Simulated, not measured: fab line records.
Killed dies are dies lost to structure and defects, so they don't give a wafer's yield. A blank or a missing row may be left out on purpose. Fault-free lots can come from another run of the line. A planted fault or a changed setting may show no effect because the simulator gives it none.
Comparing a struck lot with a sound one :: flow nand-harc :: 13 out of 1302 route steps
Sound: the wafers L517.3, L517.5, L517.6. Wafers struck: L531.2, L531.3, L531.5. The cause is given at the end.
At each step with rows: each side's tool, then ch and its chambers, then its first start. Under that, the readings that differ: sound wafers :: struck wafers :: difference of the means :: sigmas: that difference in standard deviations of wafers without a fault.
alike: a reading whose means differ by less than 2 such deviations, as well as words and numbers matching on both sides. not compared: withheld readings; readings where some wafer has no value; bounds like >300 that might hide an equal value; numbers whose values overlap and for which the record gives no deviation.
A row with sigmas, a row that says differs or no value, or rows on one side alone: a step with any of these is where the two part. When numbers do not overlap yet have no deviation, they are printed without sigmas and do not part them. Lack of a reading on every wafer of one side parts them only where that side has two or more wafers.

first, 2 steps without rows for these wafers: NHARC_A_STAIRCASE_HARDBAKE_10 (time 140 s); NHARC_A_STAIRCASE_DESCUM_11 (chemistry O2, time 3 s).
NHARC_A_STAIRCASE_TRIM_12: chemistry O2, time 211.2 s.
  sound on rie-diel-12 ch 0,1, day 16 19:11; struck on rie-diel-12 ch 2,3, day 22 12:14
reading: oes-product-au (a.u.)
sound: 1.006 1.008 1.004
struck: 0.993 0.984 0.983
difference: -0.019
sigmas: -3
  alike: drypump-motor-current-A, rf-vpp-V, showerhead-plenum-p-Torr, throttle-valve-pct
  not compared: rf-hours-counter-h
then, 5 steps without rows for these wafers: NHARC_A_STAIRCASE_ETCH_13 (etches the open film in C4F8/O2, target depth 100 nm, time 40.5 s); NHARC_A_STAIRCASE_TRIM_14 (chemistry O2, time 211.2 s); NHARC_A_STAIRCASE_ETCH_15 (etches the open film in C4F8/O2, target depth 100 nm, time 40.5 s); NHARC_A_STAIRCASE_TRIM_16 (chemistry O2, time 211.2 s); NHARC_A_STAIRCASE_ETCH_17 (etches the open film in C4F8/O2, target depth 100 nm, time 40.5 s).
NHARC_A_STAIRCASE_TRIM_18: chemistry O2, time 211.2 s.
  sound: rie-diel-12 ch 0,1; struck: rie-diel-12 ch 0,1,2
  alike: drypump-motor-current-A, oes-product-au, rf-vpp-V, showerhead-plenum-p-Torr, throttle-valve-pct
  not compared: rf-hours-counter-h
NHARC_A_STAIRCASE_ETCH_19: etches the open film in C4F8/O2, target depth 100 nm, time 40.5 s.
  sound: rie-diel-12 ch 0,1; struck: rie-diel-12 ch 0,1,3
  alike: oes-product-au, rf-vpp-V
  not compared: rf-hours-counter-h
NHARC_A_STAIRCASE_TRIM_20: chemistry O2, time 211.2 s.
  sound on rie-diel-03 ch 0,3, day 16 20:49; struck on rie-diel-12 ch 0,3, day 22 13:16
  alike: drypump-motor-current-A, oes-product-au, rf-vpp-V, showerhead-plenum-p-Torr, throttle-valve-pct
  not compared: rf-hours-counter-h
NHARC_A_STAIRCASE_ETCH_21: etches the open film in C4F8/O2, target depth 100 nm, time 40.5 s.
  sound on rie-diel-03 ch 0,2,3, day 16 21:33; struck on rie-diel-12 ch 1,2,3, day 22 13:28
reading: oes-product-au (a.u.)
sound: 0.953 0.931 0.932
struck: 0.762 0.763 0.752
difference: -0.180
sigmas: -12
  alike: rf-vpp-V
  not compared: rf-hours-counter-h
NHARC_A_STAIRCASE_TRIM_22: chemistry O2, time 211.2 s.
  sound: rie-diel-03 ch 0,1,2; struck: rie-diel-12 ch 0,2,3
  alike: drypump-motor-current-A, oes-product-au, rf-vpp-V, showerhead-plenum-p-Torr, throttle-valve-pct
  not compared: rf-hours-counter-h

WHERE THEY PART
Earliest at NHARC_A_STAIRCASE_TRIM_12; latest, in this record, at NHARC_A_STAIRCASE_ETCH_21. Later steps at which nothing parts them and some readings are alike: NHARC_A_STAIRCASE_TRIM_22.

WHY: whatever the simulator had introduced
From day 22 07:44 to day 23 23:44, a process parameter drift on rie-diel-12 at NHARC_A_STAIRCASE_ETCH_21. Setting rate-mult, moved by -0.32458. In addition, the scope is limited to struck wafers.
